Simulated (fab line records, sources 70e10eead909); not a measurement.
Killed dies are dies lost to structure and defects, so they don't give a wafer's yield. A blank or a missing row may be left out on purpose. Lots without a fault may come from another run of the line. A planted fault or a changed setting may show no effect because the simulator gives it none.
fab line records | flow nand_harc
record lots=14 wafers=42 last_day=24
route steps=1159 shown A_STAIRCASE@692 A_BONDPAD@1083 THIN_TSV@1122 END@1159
lots that met no fault: from a run of the same line without faults
start_h: hours from the record's first day to the start of the lot's first wafer shown | wait_h: hours since the lot's step before | " the same as in the row above | L1.1+2: a row that stands for several wafers | - no value, or no start given | * or withheld: withheld | < > ~ a bound
route shown NAME@n: a module of which the file shows steps, and the number in the route of the first | usual: mean/standard deviation of fault-free wafers | same: alike in all rows | chamber/n: place in a boat | sites: the reading at each site | _std_site: their standard deviation | _edge_site: outer sites' mean less inner sites' | radius_mm: how far each site lies from the wafer's centre | mask NAME#n: copy n | behind: the tool/chamber that last shaped the wafer | hold: why the lot was held/for how many hours/how that ended | device: the transistor (n, p or np) that didn't switch | end of line: the same wafers' tests at the end of the route | a step without rows: its recipe alone | killed: dies lost to structure and defects at the first sort, not the wafer's yield | map: a wafer's dies, x killed, . not, _ none there
set.NAME: the setting as run; set.NAME@STEP: as run at that earlier step | model.NAME: the simulator's own value behind a step, which no gauge read
steps of the route over a sample of lots; a table a step, a row a wafer
services: from which hour (start_h, from the record's first day; less than 0 if before it) a tool's chamber was out of use, for how many hours, and why
## steps
# step NHARC_A_STAIRCASE_ETCH_315
# recipe target_depth_a=25000 time_s=607.1 ion_energy_ev=800 c4f8_flow_sccm=80 o2_flow_sccm=60 ar_flow_sccm=withheld rf_w=600 bias_w=3000 chemistry=C4F8/O2/Ar
# usual oes_product_au=0.931/0.0079 rf_vpp_V=1824/12
# columns lot.wafer tool chamber start_h wait_h oes_product_au rf_hours_counter_h rf_vpp_V
L927.2 rie_diel-12 1 268.41 - 0.925 17 1812
L927.3 " 2 " " 0.932 18 1827
L927.5 " 0 " " 0.935 - 1825
L926.1 rie_diel-04 0 269.17 - 0.933 27 1813
L926.3 " 3 " " 0.936 54 1838
L926.6 " 1 " " 0.933 - 1820
L928.3 rie_diel-12 3 281.03 - 0.929 23 1836
L928.1 " 1 " " 0.930 20 1815
L928.5 " 3 " " 0.925 - 1836
L931.1 rie_diel-04 0 302.97 - 0.920 3 1810
L931.5 " 0 " " 0.922 - 1811
L931.6 " 3 " " 0.933 - 1837
L936.3 rie_diel-04 0 330.00 - 0.930 13 1812
L936.1 " 1 " " 0.927 7 1816
L936.5 " 1 " " 0.937 - 1818
L937.3 rie_diel-11 2 339.65 - 0.929 57 1839
L937.1 " 1 " " 0.939 59 1811
L937.5 " 2 " " 0.932 - 1837
L940.4 rie_diel-11 3 347.34 - 0.943 57 1843
L940.3 " 2 " " 0.943 59 1838
L940.5 " 3 " " 0.934 - 1841
L941.3 rie_diel-12 1 361.21 - 0.924 52 1813
L941.2 " 2 " " 0.923 52 1826
L941.1 " 3 " " 0.925 53 1836
L944.2 rie_diel-12 3 371.95 - 0.919 56 1836
L944.3 " 2 " " 0.933 56 1826
L944.6 " 3 " " 0.923 - 1835
L942.4 rie_diel-12 0 373.42 - 0.921 56 1825
L942.6 " 2 " " 0.910 - 1826
L942.5 " 3 " " 0.909 - 1835
L945.1 rie_diel-04 1 374.13 - 0.933 23 1816
L945.3 " 0 " " 0.934 27 1810
L945.5 " 1 " " 0.931 - 1818
L947.4 rie_diel-12 1 393.47 - 0.915 2 1813
L947.1 " 3 " " 0.932 2 1835
L947.3 " 0 " " 0.931 2 1826
L948.2 rie_diel-04 3 398.00 - 0.927 41 1837
L948.3 " 1 " " 0.953 35 1816
L948.6 " 3 " " 0.934 - 1834
L946.4 rie_diel-11 0 402.00 - 0.922 9 1846
L946.2 " 1 " " 0.930 11 1813
L946.3 " 2 " " 0.936 11 1838
# step NHARC_A_BONDPAD_PRE_CLEAN_26
# recipe time_s=30 temp_c=280 gas=H2/He
# usual heater_power_w=412/46
# columns lot.wafer tool chamber start_h wait_h heater_power_w
L926.1 pvd_sputter-02 - - - 374
L926.3 " - " " 455
L926.6 " - " " 369
L927.3 pvd_sputter-03 - - - 425
L927.2 " - " " 531
L927.5 " - " " 412
L928.3 pvd_sputter-03 - - - 407
L928.1 " - " " 446
L928.5 " - " " 415
L931.1 pvd_sputter-03 - - - 410
L931.6 " - " " 436
L931.5 " - " " 531
L936.3 pvd_sputter-03 - - - 395
L936.1 " - " " 514
L936.5 " - " " 403
L937.3 pvd_sputter-03 - - - 442
L937.1 " - " " 498
L937.5 " - " " 435
L940.3 pvd_sputter-01 - - - 375
L940.4 " - " " 375
L940.5 " - " " 377
L941.2 pvd_sputter-01 - - - 425
L941.3 " - " " 378
L941.1 " - " " 368
L942.4 pvd_sputter-01 - - - 367
L942.5 " - " " 373
L942.6 " - " " 358
L944.3 pvd_sputter-03 - - - 436
L944.2 " - " " 420
L944.6 " - " " 439
L945.1 pvd_sputter-02 - - - 439
L945.3 " - " " 385
L945.5 " - " " 386
L948.2 pvd_sputter-01 - - - 359
L948.3 " - " " 425
L948.6 " - " " 358
L946.4 pvd_sputter-03 - - - 424
L946.3 " - " " 382
L946.2 " - " " 439
L947.3 pvd_sputter-02 - - - 393
L947.1 " - " " 381
L947.4 " - " " 377
# step NHARC_THIN_TSV_STRIP_45
# recipe power_w=1500 temp_c=250 chemistry=O2
# usual drypump_motor_current_A=5.4/0.39 heater_power_w=314/13
# columns lot.wafer tool chamber start_h wait_h drypump_motor_current_A heater_power_w rf_hours_counter_h
L926.1 plasma_asher-01 0 425.61 0.2 5.6 318 49
L926.3 " 0 " " 5.5 314 -
L926.6 " 1 " " 4.9 288 -
L927.2 plasma_asher-01 0 436.43 0.1 5.5 312 55
L927.3 " 1 " " 5.0 294 -
L927.5 " 0 " " 5.5 311 -
L928.1 plasma_asher-01 0 439.04 0.1 5.6 307 56
L928.3 " 0 " " 5.5 304 -
L928.5 " 1 " " 4.9 294 -
L931.1 plasma_asher-02 0 470.79 0.1 5.8 334 33
L931.6 " 1 " " 5.1 309 -
L931.5 " 0 " " 5.8 328 -
L936.1 plasma_asher-01 0 485.66 0.2 5.6 324 7
L936.3 " 1 " " 5.0 296 -
L936.5 " 1 " " 4.9 300 -
L937.1 plasma_asher-02 0 497.05 0.1 5.9 323 46
L937.3 " 1 " " 5.1 293 -
L937.5 " 0 " " 5.8 336 -
L940.4 plasma_asher-02 1 506.67 0.2 5.0 301 -
L940.3 " 0 " " 5.8 341 -
L940.5 " 1 " " 5.0 307 -
L941.1 plasma_asher-02 0 519.69 0.3 5.9 321 61
L941.2 " 1 " " 5.1 303 61
L941.3 " 1 " " 5.1 302 -
L942.4 plasma_asher-02 0 530.41 0.2 5.8 333 -
L942.6 " 0 " " 5.8 333 -
L942.5 " 1 " " 5.1 305 -
L944.2 plasma_asher-02 0 546.65 8.8 5.8 329 0
L944.3 " 0 " " 5.9 329 -
L944.6 " 0 " " 5.8 328 -
L945.1 plasma_asher-02 1 546.93 7.8 5.1 309 0
L945.3 " 0 " " 5.8 332 -
L945.5 " 1 " " 5.1 306 -
L946.2 plasma_asher-02 0 556.68 0.8 5.8 329 9
L946.4 " 0 " " 5.8 326 -
L946.3 " 1 " " 5.0 310 -
L948.2 plasma_asher-02 0 557.52 0.2 5.8 328 10
L948.3 " 0 " " 5.8 330 -
L948.6 " 0 " " 5.8 331 -
L947.1 plasma_asher-02 0 561.63 0.7 5.8 331 14
L947.4 " 0 " " 5.8 325 -
L947.3 " 1 " " 5.0 315 -
# step NHARC_THIN_TSV_STRIP_62
# recipe power_w=1500 temp_c=250 time_s=20 chemistry=N2/H2
# usual drypump_motor_current_A=5.4/0.39 heater_power_w=315/14
# columns lot.wafer tool chamber start_h wait_h drypump_motor_current_A heater_power_w rf_hours_counter_h
L926.1 plasma_asher-02 1 427.54 - 5.1 299 19
L926.3 " 0 " " 5.9 338 -
L926.6 " 0 " " 5.9 319 -
L927.2 plasma_asher-02 0 437.99 - 5.9 329 23
L927.3 " 1 " " 5.1 304 -
L927.5 " 0 " " 5.8 324 -
L928.1 plasma_asher-02 0 440.57 - 5.8 332 24
L928.3 " 0 " " 5.8 333 -
L928.5 " 1 " " 5.0 302 -
L931.1 plasma_asher-01 0 472.34 - 5.6 312 3
L931.6 " 1 " " 4.9 298 -
L931.5 " 0 " " 5.5 320 -
L936.1 plasma_asher-02 0 487.38 - 5.8 329 43
L936.3 " 0 " " 5.9 337 -
L936.5 " 0 " " 5.8 337 -
L937.1 plasma_asher-01 1 498.62 - 5.0 294 10
L937.3 " 1 " " 4.9 302 -
L937.5 " 1 " " 5.0 298 -
L940.3 plasma_asher-02 1 508.51 - 5.1 301 -
L940.4 " 0 " " 5.8 321 -
L940.5 " 0 " " 5.8 330 -
L941.2 plasma_asher-02 0 521.27 - 5.9 337 62
L941.1 " 1 " " 5.1 294 62
L941.3 " 0 " " 5.8 331 -
L942.4 plasma_asher-02 0 531.92 - 5.8 333 -
L942.6 " 0 " " 5.8 338 -
L942.5 " 1 " " 5.0 301 -
L944.2 plasma_asher-02 0 549.31 - 5.8 328 3
L944.3 " 1 " " 5.1 305 -
L944.6 " 0 " " 5.8 327 -
L945.1 plasma_asher-02 1 549.45 - 5.1 306 3
L945.3 " 0 " " 5.8 323 -
L945.5 " 0 " " 5.9 325 -
L946.2 plasma_asher-02 1 558.52 - 5.1 305 11
L946.4 " 1 " " 5.0 316 -
L946.3 " 0 " " 5.8 324 -
L948.2 plasma_asher-02 0 559.27 - 5.9 336 12
L948.3 " 1 " " 5.0 309 -
L948.6 " 1 " " 5.1 304 -
L947.1 plasma_asher-02 1 563.82 - 5.1 314 16
L947.3 " 1 " " 5.1 312 -
L947.4 " 0 " " 5.8 324 -
# step NHARC_END_SORT_01
# recipe temp_c=25
# usual killed_at_array=29/11 killed_at_other=0.6/0.92 killed_at_periphery=3.2/2 killed_dies=33/11 killed_open=3.2/2 killed_short=1.9/1.5
# same gross_dies=677
# columns lot.wafer tool chamber start_h wait_h killed_at_array killed_at_other killed_at_periphery killed_dies killed_open killed_short
L937.1 prober-02 0 510.80 2.5 109 0 4 113 6 0
L937.3 prober-02 0 512.39 3.1 106 0 2 108 1 3
L937.5 prober-02 0 513.99 3.7 109 0 3 112 1 1
L940.3 prober-02 0 521.04 3.1 122 0 3 125 1 1
L940.4 prober-02 0 521.84 3.4 69 0 4 73 4 3
L940.5 prober-02 0 522.63 3.7 80 0 4 84 5 4
# killed by level:class
L937.1 A_STAIRCASE:unspecified=90 A_CHANNEL_HOLE_D1:chamber_film_flake=5 A_SLIT:chamber_film_flake=5 A_CONTACT:chamber_film_flake=3 A_CONTACT:geometric_particle:open=2 A_WL_FILL:chamber_film_flake=2 P_STI:geometric_particle:open=1 P_GATE:geometric_particle:open=1
L937.3 A_STAIRCASE:unspecified=84 A_SLIT:chamber_film_flake=9 A_CHANNEL_HOLE_D1:chamber_film_flake=4 A_WL_FILL:geometric_particle:short=2 A_STAIRCASE:chamber_film_flake=2 A_CONTACT:chamber_film_flake=2 A_CHANNEL_FILL_D1:geometric_particle:open=1 A_CHANNEL_FILL_D1:geometric_particle:short=1
L937.5 A_STAIRCASE:unspecified=84 A_SLIT:chamber_film_flake=11 A_CONTACT:chamber_film_flake=5 A_STAIRCASE:chamber_film_flake=4 A_CHANNEL_HOLE_D1:chamber_film_flake=3 P_ZERO_WELL:chamber_film_flake=2 P_M0:geometric_particle:short=1 A_CHANNEL_FILL_D1:geometric_particle:open=1
L940.3 A_STAIRCASE:unspecified=85 A_CHANNEL_HOLE_D1:chamber_film_flake=23 A_SLIT:chamber_film_flake=11 P_CONTACT:geometric_particle:open=1 A_WL_FILL:geometric_particle:short=1 P_ZERO_WELL:chamber_film_flake=1 P_GATE:chamber_film_flake=1 A_CHANNEL_FILL_D1:chamber_film_flake=1
L940.4 A_STAIRCASE:unspecified=30 A_CHANNEL_HOLE_D1:chamber_film_flake=19 A_SLIT:chamber_film_flake=8 A_CONTACT:chamber_film_flake=5 A_BLC:geometric_particle:open=2 A_M0:geometric_particle:short=2 A_CHANNEL_FILL_D1:chamber_film_flake=2 P_CONTACT:geometric_particle:short=1
L940.5 A_STAIRCASE:unspecified=31 A_CHANNEL_HOLE_D1:chamber_film_flake=23 A_SLIT:chamber_film_flake=12 A_CONTACT:chamber_film_flake=3 A_CONTACT:geometric_particle:short=2 A_BLC:geometric_particle:open=2 P_STI:chamber_film_flake=2 A_STAIRCASE:chamber_film_flake=2
## services
# columns tool chamber start_h hours kind
plasma_asher-01 - 276.03 9.0 pm
pvd_sputter-03 - 280.00 10.0 pm
rie_diel-04 - 288.90 9.0 pm
plasma_asher-01 - 299.16 0.6 repair
pvd_sputter-03 - 347.23 0.5 repair
pvd_sputter-03 - 351.74 8.1 repair
plasma_asher-02 - 360.61 9.0 pm
rie_diel-04 2 362.65 7.9 repair
rie_diel-12 - 379.69 9.0 pm
pvd_sputter-03 - 381.02 1.5 repair
rie_diel-12 3 406.51 1.2 repair
rie_diel-12 - 423.86 1.4 repair
pvd_sputter-03 - 436.57 2.1 repair
pvd_sputter-03 - 450.87 2.6 repair
rie_diel-12 3 450.91 2.4 repair
plasma_asher-01 - 453.07 9.0 pm
pvd_sputter-03 - 458.00 10.0 pm
plasma_asher-02 - 468.51 1.5 repair
plasma_asher-01 - 474.62 4.3 repair
rie_diel-12 3 504.83 5.6 repair
rie_diel-12 1 533.17 5.9 repair
plasma_asher-02 - 537.61 9.0 pm
pvd_sputter-03 - 556.85 1.4 repair
rie_diel-12 - 557.40 9.0 pm
## key
first_sign step=NHARC_END_SORT_01 reading=killed_at_array direction=up sigmas=6.6 usual=29 struck=99
effect step=NHARC_END_SORT_01 reading=killed_dies direction=up sigmas=6.3 usual=33 struck=102
more_kills_born_at NHARC_A_STAIRCASE_ETCH_315@rie_diel-11=401
met_at NHARC_A_STAIRCASE_ETCH_315
struck_lots L937,L940
tester_left_out L937,L940
not_acting_at NHARC_A_BONDPAD_PRE_CLEAN_26,NHARC_THIN_TSV_STRIP_45,NHARC_THIN_TSV_STRIP_62
fault kind=chamber_particle_source tool=rie_diel-11 chamber=- onset_h=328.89 steps=NHARC_A_STAIRCASE_ETCH_315 rate_per_visit_cm2=0.86217 end_h=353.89
# tester_left_out: of these lots the tester's yield and bins aren't shown, on N5 and GAA mostly nor the transistor test; their killed dies are dies lost to structure and defects alone, not to doping, threshold or leakage, so they don't give the yield
